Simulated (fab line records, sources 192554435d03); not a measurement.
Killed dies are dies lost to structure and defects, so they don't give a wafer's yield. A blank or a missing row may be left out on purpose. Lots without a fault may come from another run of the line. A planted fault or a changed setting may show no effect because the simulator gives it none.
fab line records | flow n5_finfet
record lots=24 wafers=72 last_day=20
route steps=1938 shown FIN_SAQP@128 FIN_CUT@164 STI_FIN_REVEAL@207
lots that met no fault: from a run of the same line without faults
start_h: hours from the record's first day to the start of the lot's first wafer shown | wait_h: hours since the lot's step before | " the same as in the row above | L1.1+2: a row that stands for several wafers | - no value, or no start given | * or withheld: withheld | < > ~ a bound
route shown NAME@n: a module of which the file shows steps, and the number in the route of the first | usual: mean/standard deviation of fault-free wafers | same: alike in all rows | chamber/n: place in a boat | sites: the reading at each site | _std_site: their standard deviation | _edge_site: outer sites' mean less inner sites' | radius_mm: how far each site lies from the wafer's centre | mask NAME#n: copy n | behind: the tool/chamber that last shaped the wafer | hold: why the lot was held/for how many hours/how that ended | device: the transistor (n, p or np) that didn't switch | end of line: the same wafers' tests at the end of the route | a step without rows: its recipe alone | killed: dies lost to structure and defects at the first sort, not the wafer's yield | map: a wafer's dies, x killed, . not, _ none there
set.NAME: the setting as run; set.NAME@STEP: as run at that earlier step | model.NAME: the simulator's own value behind a step, which no gauge read
steps of the route over a sample of lots; a table a step, a row a wafer
services: from which hour (start_h, from the record's first day; less than 0 if before it) a tool's chamber was out of use, for how many hours, and why
## steps
# step N5_FIN_SAQP_CD_MEAS_27
# recipe target_cd_nm=20 landing_energy_ev=1000 detector=se_inlens polarity=line
# usual cd_nm=20.29/0.25
# columns lot.wafer tool chamber start_h wait_h cd_nm
L074.2 cd_sem-02 0 24.46 0.1 20.25
L074.3 " 0 " " 20.29
L074.4 " 0 " " 19.88
L075.1 cd_sem-01 0 32.07 0.1 20.26
L075.4 " 0 " " 20.30
L075.5 " 0 " " 20.57
L076.3 cd_sem-01 0 36.53 0.1 20.51
L076.4 " 0 " " 19.95
L076.5 " 0 " " 20.47
L077.3 cd_sem-01 0 44.62 0.1 20.41
L077.4 " 0 " " 20.42
L077.5 " 0 " " 20.15
L078.1 cd_sem-01 0 49.23 0.1 19.82
L078.3 " 0 " " 20.36
L078.5 " 0 " " 20.68
L079.3 cd_sem-02 0 55.04 0.1 20.60
L079.4 " 0 " " 20.38
L079.6 " 0 " " 20.16
L080.2 cd_sem-02 0 61.02 0.1 20.59
L080.4 " 0 " " 20.56
L080.6 " 0 " " 20.06
L081.2 cd_sem-02 0 67.47 0.1 20.42
L081.3 " 0 " " 19.86
L081.5 " 0 " " 20.05
L082.1 cd_sem-02 0 72.72 0.1 20.05
L082.4 " 0 " " 20.24
L082.6 " 0 " " 19.85
L083.1 cd_sem-01 0 79.20 0.1 20.25
L083.2 " 0 " " 20.66
L083.6 " 0 " " 20.59
L084.2 cd_sem-01 0 85.25 0.1 20.19
L084.4 " 0 " " 20.10
L084.5 " 0 " " 20.60
L085.1 cd_sem-01 0 93.49 0.1 20.07
L085.3 " 0 " " 20.42
L085.6 " 0 " " 20.27
L086.2 cd_sem-01 0 97.38 0.1 20.85
L086.3 " 0 " " 20.59
L086.4 " 0 " " 20.21
L087.3 cd_sem-03 0 103.13 0.1 20.71
L087.4 " 0 " " 19.86
L087.5 " 0 " " 20.12
L088.3 cd_sem-03 0 110.55 0.1 20.60
L088.5 " 0 " " 20.45
L088.6 " 0 " " 20.55
L089.1 cd_sem-01 0 114.36 0.1 20.48
L089.3 " 0 " " 20.55
L089.4 " 0 " " 20.68
L090.1 cd_sem-01 0 119.99 0.1 20.15
L090.2 " 0 " " 20.35
L090.6 " 0 " " 20.04
L091.3 cd_sem-01 0 127.45 0.1 20.35
L091.4 " 0 " " 21.04
L091.5 " 0 " " 20.04
L092.1 cd_sem-03 0 133.27 0.1 20.81
L092.3 " 0 " " 20.15
L092.6 " 0 " " 20.38
L093.3 cd_sem-03 0 138.42 0.1 20.68
L093.5 " 0 " " 20.47
L093.6 " 0 " " 20.01
L094.2 cd_sem-01 0 144.17 0.1 19.65
L094.3 " 0 " " 20.41
L094.6 " 0 " " 20.38
L095.1 cd_sem-01 0 149.94 0.1 20.30
L095.2 " 0 " " 20.12
L095.3 " 0 " " 20.41
L096.1 cd_sem-03 0 156.56 0.1 20.21
L096.2 " 0 " " 20.24
L096.4 " 0 " " 20.75
L097.3 cd_sem-01 0 162.14 0.1 20.43
L097.5 " 0 " " 20.35
L097.6 " 0 " " 20.37
# step N5_FIN_SAQP_MANDREL2_REMOVE_60
# recipe chemistry=HBr/Cl2/O2 bt_time_s=10 target=a-Si stop_on=SiNx endpoint=OES-SiCl over_etch_frac=1 icp_w=600 bias_w=22 HBr_flow_sccm=150 Cl2_flow_sccm=80 O2_flow_sccm=5 pressure_mtorr=10
# usual drypump_motor_current_A=5.6/0.48 mfc_cl2_sccm=80.02/0.24 oes_product_au=0.994/0.016 throttle_valve_pct=36.6/0.31
# columns lot.wafer tool chamber start_h wait_h drypump_motor_current_A mfc_cl2_sccm oes_product_au rf_hours_counter_h throttle_valve_pct
L074.2 rie_si-01 3 25.91 0.1 5.7 80.41 1.014 70 36.6
L074.3 " 0 " " 6.2 79.87 0.993 6 36.4
L074.4 " 1 " " 6.1 79.51 0.986 70 36.4
L075.1 rie_si-01 2 33.50 0.1 4.6 80.14 1.003 91 36.7
L075.4 " 3 " " 5.7 79.75 1.000 70 36.6
L075.5 " 1 " " 6.1 80.07 0.972 - 36.4
L076.3 rie_si-01 2 39.11 0.1 4.6 80.36 1.003 92 36.7
L076.4 " 0 " " 6.1 80.08 0.973 6 36.4
L076.5 " 3 " " 5.7 79.68 1.003 - 36.6
L077.3 rie_si-01 1 46.45 0.1 6.1 79.88 0.992 70 36.4
L077.4 " 3 " " 5.7 80.34 0.996 - 36.6
L077.5 " 0 " " 6.1 80.04 0.957 - 36.4
L078.1 rie_si-01 0 51.52 0.1 6.1 80.22 0.962 6 36.4
L078.3 " 2 " " 4.6 80.26 0.995 92 36.7
L078.5 " 1 " " 6.1 79.82 0.982 - 36.4
L079.3 rie_si-02 3 56.48 0.1 5.6 79.99 1.006 122 37.1
L079.4 " 2 " " 5.6 80.68 0.993 164 37.2
L079.6 " 3 " " 5.6 80.17 1.010 - 37.1
L080.2 rie_si-01 2 63.53 0.1 4.6 80.03 1.000 92 36.7
L080.4 " 0 " " 6.1 80.20 0.964 7 36.4
L080.6 " 0 " " 6.1 80.06 0.965 - 36.4
L081.2 rie_si-01 2 69.14 0.1 4.6 80.14 0.997 92 36.7
L081.3 " 0 " " 6.1 80.06 0.960 7 36.4
L081.5 " 2 " " 4.6 79.98 0.991 - 36.7
L082.1 rie_si-06 0 74.52 0.1 5.5 80.18 0.991 174 36.3
L082.4 " 3 " " 6.2 79.93 1.022 146 37.1
L082.6 " 0 " " 5.5 80.07 1.000 - 36.3
L083.1 rie_si-01 3 80.99 0.1 5.7 80.19 1.008 71 36.6
L083.2 " 2 " " 4.6 79.90 0.995 92 36.7
L083.6 " 1 " " 6.1 79.95 0.986 - 36.4
L084.2 rie_si-02 0 86.95 0.1 5.6 80.07 1.013 16 36.3
L084.4 " 3 " " 5.6 80.09 1.019 123 37.1
L084.5 " 1 " " 5.5 79.79 0.977 - 36.3
L085.1 rie_si-01 3 96.82 0.1 5.7 79.59 1.009 71 36.6
L085.3 " 1 " " 6.1 80.00 0.981 71 36.4
L085.6 " 1 " " 6.1 79.67 0.986 - 36.4
L086.2 rie_si-01 1 98.96 0.1 6.1 79.61 0.986 71 36.4
L086.3 " 3 " " 5.7 79.81 1.003 71 36.6
L086.4 " 0 " " 6.1 80.01 0.959 7 36.4
L087.3 rie_si-01 3 106.34 0.1 5.7 80.28 1.011 72 36.6
L087.4 " 0 " " 6.1 80.66 0.962 7 36.4
L087.5 " 2 " " 4.6 79.52 1.007 - 36.7
L088.3 rie_si-02 2 112.29 0.1 5.6 80.18 0.992 165 37.2
L088.5 " 0 " " 5.5 80.41 1.007 - 36.3
L088.6 " 1 " " 5.5 80.12 0.978 - 36.3
L089.1 rie_si-06 0 116.42 0.1 5.6 79.89 0.988 175 36.3
L089.3 " 1 " " 5.0 80.16 0.985 29 36.6
L089.4 " 3 " " 6.2 80.00 1.019 147 37.1
L090.1 rie_si-01 0 122.37 0.1 6.1 80.03 0.961 8 36.4
L090.2 " 1 " " 6.1 79.79 0.981 72 36.4
L090.6 " 0 " " 6.1 79.97 0.970 - 36.4
L091.3 rie_si-02 1 129.38 0.1 5.5 80.43 0.976 4 36.3
L091.4 " 2 " " 5.6 80.09 1.006 166 37.2
L091.5 " 2 " " 5.6 79.87 0.999 - 37.2
L092.1 rie_si-02 2 135.38 0.1 5.6 80.37 1.007 166 37.2
L092.3 " 0 " " 5.6 80.25 1.013 17 36.3
L092.6 " 3 " " 5.6 80.33 1.018 - 37.1
L093.3 rie_si-02 2 140.22 0.1 5.6 80.13 0.995 166 37.2
L093.5 " 3 " " 5.6 79.76 1.004 - 37.1
L093.6 " 2 " " 5.6 80.00 1.009 - 37.2
L094.2 rie_si-06 0 146.22 0.1 5.5 79.94 0.987 175 36.3
L094.3 " 1 " " 5.0 80.09 0.984 30 36.6
L094.6 " 2 " " 6.0 80.06 0.996 - 36.4
L095.1 rie_si-06 2 151.38 0.1 6.0 79.77 1.000 74 36.3
L095.2 " 1 " " 5.0 80.07 0.993 30 36.6
L095.3 " 0 " " 5.5 80.02 0.993 175 36.3
L096.1 rie_si-02 2 158.17 0.1 5.6 80.43 1.001 166 37.2
L096.2 " 1 " " 5.5 79.73 0.979 4 36.3
L096.4 " 3 " " 5.6 79.79 1.008 125 37.1
L097.3 rie_si-01 3 163.84 0.1 5.7 80.50 1.007 73 36.6
L097.5 " 3 " " 5.7 80.19 1.002 - 36.6
L097.6 " 2 " " 4.6 79.80 0.993 - 36.7
# step N5_FIN_CUT_OVL_MEAS_09
# recipe points_per_wafer=522
# usual FIN_CUT_OVL=0.5/0.58
# columns lot.wafer tool chamber start_h wait_h FIN_CUT_OVL[nm]
L074.2 overlay-01 0 26.95 0.0 1.7
L074.3 " 0 " " 0.4
L074.4 " 0 " " 0.1
L075.1 overlay-01 0 34.65 0.0 0.6
L075.4 " 0 " " 0.9
L075.5 " 0 " " 1.8
L076.3 overlay-02 0 40.27 0.0 0.5
L076.4 " 0 " " -0.1
L076.5 " 0 " " 0.1
L077.3 overlay-02 0 47.54 0.0 0.6
L077.4 " 0 " " 0.4
L077.5 " 0 " " 0.4
L078.1 overlay-01 0 52.67 0.0 0.0
L078.3 " 0 " " 0.3
L078.5 " 0 " " 1.0
L079.3 overlay-02 0 57.59 0.0 0.1
L079.4 " 0 " " 0.8
L079.6 " 0 " " 0.9
L080.2 overlay-02 0 64.63 0.0 1.6
L080.4 " 0 " " 0.9
L080.6 " 0 " " -0.1
L081.2 overlay-01 0 70.45 0.0 0.1
L081.3 " 0 " " 1.1
L081.5 " 0 " " 0.0
L082.1 overlay-02 0 75.54 0.0 0.9
L082.4 " 0 " " 0.6
L082.6 " 0 " " 0.4
L083.1 overlay-01 0 82.06 0.0 -0.4
L083.2 " 0 " " -0.2
L083.6 " 0 " " -0.7
L084.2 overlay-01 0 87.99 0.0 0.1
L084.4 " 0 " " 0.3
L084.5 " 0 " " 0.2
L085.1 overlay-02 0 97.93 0.0 0.9
L085.3 " 0 " " 0.1
L085.6 " 0 " " 1.5
L086.2 overlay-01 0 99.99 0.0 1.0
L086.3 " 0 " " 1.0
L086.4 " 0 " " 1.3
L087.3 overlay-01 0 107.67 0.0 1.2
L087.4 " 0 " " 1.6
L087.5 " 0 " " 0.8
L088.3 overlay-02 0 113.37 0.0 0.8
L088.5 " 0 " " 1.0
L088.6 " 0 " " 2.0
L089.1 overlay-02 0 117.59 0.0 -0.1
L089.3 " 0 " " 0.8
L089.4 " 0 " " 0.1
L090.1 overlay-01 0 123.52 0.0 0.7
L090.2 " 0 " " 0.5
L090.6 " 0 " " 0.2
L091.3 overlay-01 0 130.55 0.0 0.4
L091.4 " 0 " " 0.1
L091.5 " 0 " " 0.4
L092.1 overlay-01 0 136.49 0.0 -0.8
L092.3 " 0 " " 0.0
L092.6 " 0 " " 0.2
L093.3 overlay-01 0 141.28 0.0 0.7
L093.5 " 0 " " 0.3
L093.6 " 0 " " 0.1
L094.2 overlay-01 0 147.26 0.0 0.3
L094.3 " 0 " " 0.3
L094.6 " 0 " " 0.7
L095.1 overlay-02 0 152.53 0.0 0.4
L095.2 " 0 " " -0.8
L095.3 " 0 " " 1.1
L096.1 overlay-01 0 159.20 0.0 0.4
L096.2 " 0 " " 0.7
L096.4 " 0 " " 0.8
L097.3 overlay-01 0 165.01 0.0 0.9
L097.5 " 0 " " 1.4
L097.6 " 0 " " 0.7
# step N5_FIN_CUT_CUT_ETCH_15
# recipe chemistry=HBr/Cl2/O2 target=Si target_depth_a=1000 bt_time_s=10 mask_material=SOC time_s=42.4 ion_energy_ev=* bias_w=* pressure_mtorr=10 icp_w=800 HBr_flow_sccm=150 Cl2_flow_sccm=80 O2_flow_sccm=12
# usual drypump_motor_current_A=5.8/0.4 mfc_cl2_sccm=80.02/0.23 oes_product_au=1.001/0.015 throttle_valve_pct=37.15/0.26
# columns lot.wafer tool chamber start_h wait_h drypump_motor_current_A mfc_cl2_sccm oes_product_au rf_hours_counter_h throttle_valve_pct
L074.2 rie_si-04 1 27.67 0.1 5.7 79.14 1.008 71 37.74
L074.3 " 0 " " 5.9 80.13 1.011 5 37.40
L074.4 " 2 " " 5.3 80.34 0.969 161 37.18
L075.1 rie_si-05 0 35.61 0.1 6.5 79.94 1.000 147 37.28
L075.4 " 3 " " 6.4 80.10 1.000 45 37.24
L075.5 " 3 " " 6.3 80.21 1.006 - 37.24
L076.3 rie_si-03 2 41.04 0.0 5.8 79.89 1.008 54 36.81
L076.4 " 0 " " 6.3 79.93 1.003 62 36.92
L076.5 " 0 " " 6.4 79.79 1.012 - 36.92
L077.3 rie_si-03 3 48.70 0.1 5.8 80.12 1.020 164 36.84
L077.4 " 1 " " 5.2 80.42 0.987 6 37.22
L077.5 " 3 " " 5.8 80.29 1.019 - 36.85
L078.1 rie_si-03 0 53.52 0.1 6.3 79.66 1.011 62 36.92
L078.3 " 2 " " 5.8 79.85 1.020 54 36.82
L078.5 " 0 " " 6.3 80.48 1.016 - 36.94
L079.3 rie_si-05 0 58.30 0.0 6.5 79.62 1.003 147 37.27
L079.4 " 3 " " 6.3 79.77 0.997 46 37.24
L079.6 " 2 " " 5.7 79.81 0.999 - 36.88
L080.2 rie_si-03 2 65.41 0.1 5.8 79.96 1.013 54 36.79
L080.4 " 3 " " 5.8 80.12 1.019 165 36.85
L080.6 " 0 " " 6.4 80.09 1.012 - 36.94
L081.2 rie_si-03 0 71.16 0.1 6.3 80.43 1.011 62 36.94
L081.3 " 3 " " 5.8 80.16 1.016 165 36.86
L081.5 " 0 " " 6.3 80.16 1.013 - 36.94
L082.1 rie_si-03 0 76.38 0.2 6.4 80.17 1.009 63 36.93
L082.4 " 3 " " 5.8 80.16 1.012 165 36.86
L082.6 " 0 " " 6.4 79.98 1.007 - 36.94
L083.1 rie_si-04 2 82.78 0.1 5.3 80.02 0.976 162 37.19
L083.2 " 1 " " 5.8 79.99 1.008 72 37.75
L083.6 " 1 " " 5.8 80.08 1.018 - 37.76
L084.2 rie_si-04 3 88.76 0.1 5.8 79.98 1.018 123 37.09
L084.4 " 1 " " 5.7 79.85 1.009 - 37.74
L084.5 " 2 " " 5.3 80.00 0.967 - 37.19
L085.1 rie_si-04 1 98.97 0.1 5.8 79.82 1.018 72 37.77
L085.3 " 3 " " 5.7 79.43 1.012 123 37.09
L085.6 " 1 " " 5.7 79.90 1.007 - 37.75
L086.2 rie_si-04 0 100.77 0.1 6.0 80.18 1.014 6 37.39
L086.3 " 1 " " 5.7 79.67 1.008 72 37.75
L086.4 " 3 " " 5.7 79.90 1.013 123 37.10
L087.3 rie_si-05 3 108.88 0.0 6.3 80.10 1.007 46 37.24
L087.4 " 2 " " 5.7 80.19 0.997 27 36.87
L087.5 " 2 " " 5.7 80.08 0.999 - 36.87
L088.3 rie_si-05 3 114.08 0.0 6.3 80.37 1.006 46 37.23
L088.5 " 0 " " 6.5 80.14 0.997 - 37.28
L088.6 " 3 " " 6.3 80.02 1.004 - 37.25
L089.1 rie_si-04 3 118.32 0.1 5.8 80.00 1.016 124 37.10
L089.3 " 0 " " 5.9 79.89 1.008 6 37.41
L089.4 " 1 " " 5.7 80.04 1.014 73 37.74
L090.1 rie_si-03 3 124.31 0.1 5.8 79.32 1.022 166 36.85
L090.2 " 0 " " 6.3 80.05 1.006 63 36.93
L090.6 " 0 " " 6.3 80.06 1.017 - 36.94
L091.3 rie_si-05 0 131.45 0.1 6.5 79.95 1.003 148 37.28
L091.4 " 2 " " 5.7 80.32 1.001 27 36.88
L091.5 " 2 " " 5.7 80.39 0.996 - 36.86
L092.1 rie_si-05 3 137.22 0.1 6.4 79.60 1.011 47 37.23
L092.3 " 1 " " 5.5 79.77 0.988 4 37.14
L092.6 " 3 " " 6.4 80.21 0.998 - 37.24
L093.3 rie_si-05 0 141.99 0.0 6.5 80.08 0.999 149 37.27
L093.5 " 3 " " 6.4 80.16 0.997 - 37.25
L093.6 " 2 " " 5.7 80.03 1.002 - 36.86
L094.2 rie_si-05 3 147.98 0.1 6.3 80.07 1.005 47 37.24
L094.3 " 1 " " 5.5 79.95 0.979 4 37.16
L094.6 " 1 " " 5.5 80.29 0.986 - 37.15
L095.1 rie_si-04 3 153.26 0.1 5.8 79.87 1.017 124 37.09
L095.2 " 0 " " 6.0 80.18 1.002 7 37.39
L095.3 " 1 " " 5.7 79.98 1.005 73 37.75
L096.1 rie_si-03 0 159.92 0.1 6.3 79.72 1.019 64 36.94
L096.2 " 2 " " 5.8 79.81 1.017 56 36.80
L096.4 " 1 " " 5.2 80.03 0.979 8 37.21
L097.3 rie_si-05 3 165.72 0.0 6.3 79.86 1.009 47 37.26
L097.5 " 3 " " 6.3 80.04 1.003 - 37.24
L097.6 " 0 " " 6.5 80.19 1.000 - 37.31
# step N5_STI_FIN_REVEAL_CD_MEAS_22
# recipe target_cd_nm=6.238 pitch_nm=28 polarity=line
# usual cd_nm=6.19/0.28
# columns lot.wafer tool chamber start_h wait_h cd_nm
L074.2 cd_sem-02 - 37.96 0.0 6.34
L074.3 " - " " 6.33
L074.4 " - " " 5.78
L075.1 cd_sem-02 - 46.80 0.0 6.45
L075.4 " - " " 6.10
L075.5 " - " " 6.15
L076.3 cd_sem-03 - 50.50 0.0 6.00
L076.4 " - " " 5.73
L076.5 " - " " 5.45
L077.3 cd_sem-03 - 60.12 0.0 6.41
L077.4 " - " " 6.22
L077.5 " - " " 6.36
L078.1 cd_sem-02 - 62.88 0.0 6.47
L078.3 " - " " 6.00
L078.5 " - " " 6.50
L079.3 cd_sem-02 - 69.05 0.0 6.26
L079.4 " - " " 6.13
L079.6 " - " " 6.65
L080.2 cd_sem-03 - 74.39 0.0 6.09
L080.4 " - " " 6.17
L080.6 " - " " 6.26
L081.2 cd_sem-02 - 80.08 0.0 6.60
L081.3 " - " " 6.39
L081.5 " - " " 6.53
L082.1 cd_sem-03 - 87.50 0.0 6.62
L082.4 " - " " 6.54
L082.6 " - " " 6.38
L083.1 cd_sem-03 - 93.38 0.0 5.99
L083.2 " - " " 6.27
L083.6 " - " " 6.11
L084.2 cd_sem-02 - 100.58 0.0 5.86
L084.4 " - " " 6.35
L084.5 " - " " 6.18
L085.1 cd_sem-03 - 108.57 0.0 6.00
L085.3 " - " " 6.44
L085.6 " - " " 6.30
L086.2 cd_sem-01 - 111.58 0.0 6.56
L086.3 " - " " 6.41
L086.4 " - " " 6.28
L087.3 cd_sem-01 - 117.78 0.0 5.68
L087.4 " - " " 5.91
L087.5 " - " " 6.42
L088.3 cd_sem-01 - 122.95 0.0 6.10
L088.5 " - " " 6.53
L088.6 " - " " 6.40
L089.1 cd_sem-03 - 127.53 0.0 6.23
L089.3 " - " " 5.79
L089.4 " - " " 6.03
L090.1 cd_sem-01 - 133.39 0.0 6.28
L090.2 " - " " 6.17
L090.6 " - " " 6.22
L091.3 cd_sem-03 - 140.32 0.0 6.15
L091.4 " - " " 6.11
L091.5 " - " " 6.44
L092.1 cd_sem-02 - 146.80 0.0 5.64
L092.3 " - " " 6.49
L092.6 " - " " 6.78
L093.3 cd_sem-02 - 151.07 0.0 5.97
L093.5 " - " " 6.02
L093.6 " - " " 5.74
L094.2 cd_sem-01 - 157.47 0.0 6.48
L094.3 " - " " 6.46
L094.6 " - " " 6.49
L095.1 cd_sem-03 - 163.46 0.0 6.04
L095.2 " - " " 6.23
L095.3 " - " " 6.31
L096.1 cd_sem-01 - 168.87 0.0 5.54
L096.2 " - " " 6.33
L096.4 " - " " 6.67
L097.3 cd_sem-01 - 175.49 0.0 6.16
L097.5 " - " " 6.46
L097.6 " - " " 6.14
# step N5_STI_FIN_REVEAL_FIN_H_MEAS_10
# usual trench_depth_nm=52.1/0.73
# columns lot.wafer tool chamber start_h wait_h trench_depth_nm
L074.2 ocd-01 - 37.99 0.0 50.8
L074.3 " - " " 52.4
L074.4 " - " " 52.0
L075.1 ocd-01 - 46.83 0.0 52.0
L075.4 " - " " 52.0
L075.5 " - " " 52.1
L076.3 ocd-02 - 50.53 0.0 51.9
L076.4 " - " " 52.4
L076.5 " - " " 53.1
L077.3 ocd-02 - 60.15 0.0 51.7
L077.4 " - " " 51.8
L077.5 " - " " 52.3
L078.1 ocd-02 - 62.91 0.0 52.5
L078.3 " - " " 51.4
L078.5 " - " " 52.8
L079.3 ocd-01 - 69.08 0.0 51.9
L079.4 " - " " 52.1
L079.6 " - " " 52.1
L080.2 ocd-02 - 74.42 0.0 51.7
L080.4 " - " " 52.2
L080.6 " - " " 51.5
L081.2 ocd-02 - 80.11 0.0 53.4
L081.3 " - " " 52.4
L081.5 " - " " 53.1
L082.1 ocd-02 - 87.53 0.0 51.8
L082.4 " - " " 52.8
L082.6 " - " " 53.4
L083.1 ocd-02 - 93.42 0.0 51.6
L083.2 " - " " 52.4
L083.6 " - " " 51.4
L084.2 ocd-02 - 100.61 0.0 51.6
L084.4 " - " " 52.2
L084.5 " - " " 51.7
L085.1 ocd-01 - 108.60 0.0 52.8
L085.3 " - " " 52.5
L085.6 " - " " 53.3
L086.2 ocd-01 - 111.61 0.0 52.0
L086.3 " - " " 51.1
L086.4 " - " " 51.2
L087.3 ocd-02 - 117.81 0.0 52.5
L087.4 " - " " 51.9
L087.5 " - " " 51.2
L088.3 ocd-01 - 122.98 0.0 51.2
L088.5 " - " " 51.4
L088.6 " - " " 51.4
L089.1 ocd-02 - 127.56 0.0 51.7
L089.3 " - " " 52.0
L089.4 " - " " 51.4
L090.1 ocd-02 - 133.42 0.0 53.0
L090.2 " - " " 51.8
L090.6 " - " " 52.2
L091.3 ocd-02 - 140.35 0.0 52.6
L091.4 " - " " 51.1
L091.5 " - " " 52.1
L092.1 ocd-02 - 146.83 0.0 52.4
L092.3 " - " " 52.6
L092.6 " - " " 51.7
L093.3 ocd-01 - 151.10 0.0 51.9
L093.5 " - " " 54.5
L093.6 " - " " 53.0
L094.2 ocd-02 - 157.50 0.0 51.9
L094.3 " - " " 53.4
L094.6 " - " " 51.5
L095.1 ocd-02 - 163.49 0.0 51.8
L095.2 " - " " 53.4
L095.3 " - " " 52.9
L096.1 ocd-01 - 168.90 0.0 52.7
L096.2 " - " " 51.5
L096.4 " - " " 51.6
L097.3 ocd-01 - 175.52 0.0 52.1
L097.5 " - " " 52.4
L097.6 " - " " 52.7
## services
# columns tool chamber start_h hours kind
rie_si-03 1 21.37 13.2 repair
rie_si-03 0 24.97 2.0 repair
rie_si-04 1 32.61 2.8 repair
rie_si-01 2 42.23 4.4 repair
rie_si-03 - 44.32 0.6 repair
rie_si-06 1 51.32 10.2 repair
rie_si-04 0 61.97 29.8 repair
rie_si-06 - 74.60 2.8 pm
rie_si-01 0 77.06 6.5 repair
rie_si-02 0 93.54 8.2 repair
rie_si-05 3 98.96 9.6 repair
rie_si-01 0 124.27 1.2 repair
rie_si-01 2 138.20 3.6 repair
## key
fault none
